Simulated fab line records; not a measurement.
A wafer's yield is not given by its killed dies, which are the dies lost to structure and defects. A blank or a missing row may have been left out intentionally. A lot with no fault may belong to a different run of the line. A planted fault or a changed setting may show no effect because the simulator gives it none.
8D (eight disciplines) problem report, filled in by code    flow n5_finfet    the parts of the form that need people (team, actions taken, sign-off) are left out

== 1. PROBLEM STATEMENT ==
cd_nm at N5_ZERO_LAYER_CD_MEAS_11 reads a mean of 2012.3 nm on 2 wafers of 2 lots; wafers without a fault read 1998.6 nm with a standard deviation of 2.8. Measured from the usual mean, that is +4.9 standard deviations.
The step: target cd 2000 nm.
Earliest sighting: wafer L407.2 on cd_sem-02 at day 5 18:46. Wafers with a number at this step in the record: 28, from 10 lots. Rule for "out", or "out of limits": more than 4 standard deviations from the usual mean. Any other wafer with a number is counted as sound.

== 2. WHAT IT IS, AND WHAT IT ISN'T ==
question                     is                    is not
which readings at this step  cd_nm                 -
which lots                   L407, L408            L390, L395, L397, L398, L399, L402, L410, L413
which wafers of those lots   L407.2, L408.3        L407.6, L408.6
read on which gauges         cd_sem-01, cd_sem-02  cd_sem-03
when                         from day 5 18:46      up to then (19 sound wafers); but 7 sound wafers of L408, L410, L413 came after

== 3. WHAT RULES OUT EACH SUSPECT ==
Counting: a tool at a process step up to the reading stays a suspect if it ran every lot that is out. Sound lots after the first of them don't rule it out here, since some wafers of a struck lot are sound.
- the gauge at N5_ZERO_LAYER_CD_MEAS_11: ruled out. Those wafers that are out were read across 2 gauges (cd_sem-01, cd_sem-02).
- krf_scanner-01 at N5_ZERO_LAYER_EXPOSE_08 (exposes mask ZERO, defocus 0 nm, target cd 2000 nm): kept. It ran every lot that is out, first L407 (day 5 18:36); its last sound lot up to then is L399 (day 3 18:35).
Remaining after the count: krf_scanner-01 at N5_ZERO_LAYER_EXPOSE_08.

== 4. THE CAUSE (what the simulator had put in) ==
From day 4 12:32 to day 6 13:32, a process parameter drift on krf_scanner-01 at N5_ZERO_LAYER_EXPOSE_08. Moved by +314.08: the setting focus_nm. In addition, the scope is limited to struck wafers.
Counting left only this tool.

== 5. THE EFFECT CHAIN, in route order ==
Each row: a reading whose mean over the struck wafers that have a number lies more than 3 standard deviations from the usual. Only readings for which the record gives a usual standard deviation are gone through. hours: the time from each lot's start at the first step in this table that gives one to its start at this step, as a median over the lots. sigmas: the change in usual standard deviations.
hours  step                      reading  usual      on struck wafers  change  sigmas
0      N5_ZERO_LAYER_CD_MEAS_11  cd_nm    1998.6 nm  2012.3            +13.8   +4.9
Later steps that measure or inspect, where all struck wafers having a row at the step show a number for every such reading and not one has moved that far: N5_WELL_APT_OVL_MEAS_26, N5_BEOL_M4_RC_MEAS_101.

== 6. WHAT WOULD HAVE CAUGHT IT SOONER ==
30 hours passed between the start of the fault at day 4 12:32 and the first reading out of limits at a measuring or inspecting step in this record, taken at day 5 18:46.
L408, from the lots that are out (2), started N5_ZERO_LAYER_EXPOSE_08 on krf_scanner-01 later than day 5 18:46. A tool hold placed at that time would have kept it from harm.
